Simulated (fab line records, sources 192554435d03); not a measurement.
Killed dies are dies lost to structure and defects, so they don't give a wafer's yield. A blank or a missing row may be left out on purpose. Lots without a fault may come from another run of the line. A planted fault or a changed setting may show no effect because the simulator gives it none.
Chamber matching | flow n5_finfet | N5_BEOL_M6_ETCH_61 on rie_diel-03: 4 sister chambers
The step etches SiARC in CF4, target depth 45.5 nm, time 75.8 s. 8 wafers are shown with their chamber, then 12 later ones without.

WAFERS WITH THEIR CHAMBER
wafer  | chamber | drypump_motor_current_A (A) | showerhead_plenum_p_Torr (Torr)
L078.1 | 1       | 6.5                         | 2.25
L081.5 | 3       | 4.8                         | 2.20
L080.2 | 0       | 5.5                         | 2.10
L084.2 | 1       | 6.5                         | 2.25
L084.3 | 3       | 4.9                         | 2.20
L085.3 | 2       | 5.3                         | 2.03
L085.4 | 0       | 5.5                         | 2.09
L085.5 | 2       | 5.3                         | 2.03

WAFERS WITHOUT THEIR CHAMBER
wafer  | drypump_motor_current_A (A) | showerhead_plenum_p_Torr (Torr)
L087.4 | 5.5                         | 2.09
L087.5 | 6.5                         | 2.24
L087.6 | 5.5                         | 2.09
L091.2 | 4.8                         | 2.19
L091.3 | 6.5                         | 2.24
L091.4 | 5.5                         | 2.09
L093.2 | 5.5                         | 2.09
L093.3 | 4.9                         | 2.19
L093.4 | 5.5                         | 2.09
L096.2 | 5.5                         | 2.08
L096.4 | 6.5                         | 2.23
L096.6 | 4.9                         | 2.19

WHICH CHAMBER EACH WENT THROUGH
wafer  | from the rows above | in truth
L087.4 | 0                   | 0
L087.5 | 1                   | 1
L087.6 | 0                   | 0
L091.2 | 3                   | 3
L091.3 | 1                   | 1
L091.4 | 0                   | 0
L093.2 | 0                   | 0
L093.3 | 3                   | 3
L093.4 | 0                   | 0
L096.2 | 0                   | 0
L096.4 | 1                   | 1
L096.6 | 3                   | 3
Placed correctly: 12 of 12. Can't be placed from these rows: 0. Placed wrongly: 0.
How it was worked out, from the rows above alone: a wafer's distance from a chamber is the root of the sum, over the readings, of the square of ((its reading less the chamber's mean) divided by the reading's scatter). The wafer belongs to the nearest chamber; if the next one is less than 2 further off, it can't be placed. A chamber's mean is the mean of its shown wafers. The scatter: the root of (the sum of the squares of (reading less its chamber's mean) over the shown wafers, divided by (wafers less chambers)).
